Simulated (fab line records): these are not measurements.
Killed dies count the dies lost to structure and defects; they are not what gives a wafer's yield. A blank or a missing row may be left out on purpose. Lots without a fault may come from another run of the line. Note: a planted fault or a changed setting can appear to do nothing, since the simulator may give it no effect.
Chamber matching + flow n5 finfet + uv cure-02 running N5_BEOL_M8_CURE_75: 3 sister chambers
The step cures SiCOH lowk, time 120 s. 6 wafers are shown with their chamber, then 12 later ones without.

WAFERS, EACH WITH ITS CHAMBER
| wafer  | chamber | wafer_temp_C_max | lamp power pct (%) |
|--------|---------|------------------|--------------------|
| L080.3 | 1       | 371.8            | 52.27              |
| L080.6 | 1       | 372.9            | 52.23              |
| L083.3 | 0       | 371.9            | 52.40              |
| L083.6 | 0       | 371.6            | 52.33              |
| L082.4 | 2       | 370.6            | 52.24              |
| L082.5 | 2       | 371.4            | 52.30              |

WAFERS MISSING THEIR CHAMBER
| wafer  | wafer_temp_C_max | lamp power pct (%) |
|--------|------------------|--------------------|
| L085.1 | 371.8            | 52.35              |
| L085.2 | 371.3            | 52.32              |
| L085.3 | 371.3            | 52.29              |
| L094.1 | 371.3            | 52.41              |
| L094.2 | 371.1            | 52.32              |
| L094.3 | 371.2            | 52.25              |
| L095.2 | 372.9            | 52.28              |
| L095.3 | 372.3            | 52.29              |
| L095.6 | 372.2            | 52.26              |
| L096.4 | 371.0            | 52.30              |
| L096.5 | 371.4            | 52.41              |
| L096.6 | 371.4            | 52.38              |

CHAMBER TAKEN BY EACH
| wafer  | from the rows above          | in truth                   |
|--------|------------------------------|----------------------------|
| L085.1 | 0                            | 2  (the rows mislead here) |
| L085.2 | can't be placed: 2 or 0 or 1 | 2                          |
| L085.3 | can't be placed: 2 or 0 or 1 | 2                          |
| L094.1 | 0                            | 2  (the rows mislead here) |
| L094.2 | can't be placed: 2 or 0 or 1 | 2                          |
| L094.3 | can't be placed: 2 or 1      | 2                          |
| L095.2 | can't be placed: 1 or 0      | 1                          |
| L095.3 | can't be placed: 1 or 0 or 2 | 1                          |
| L095.6 | can't be placed: 1 or 2      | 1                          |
| L096.4 | can't be placed: 2 or 0 or 1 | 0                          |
| L096.5 | 0                            | 0                          |
| L096.6 | 0                            | 0                          |
Placed correctly: 2 of 12. Can't be placed from these rows: 8 (the true chamber is among the candidates in 8). Wrongly placed: 2.
How it was worked out, from the rows above alone: a wafer's distance from a chamber is the root of the sum, over the readings, of the square of ((its reading less the chamber's mean) divided by the reading's scatter). The wafer belongs to the nearest chamber; if the next one is less than 2 further off, it can't be placed. The mean given for a chamber averages the wafers shown for that chamber. The scatter: the root of (the sum of the squares of (reading less its chamber's mean) over the shown wafers, divided by (wafers less chambers)).
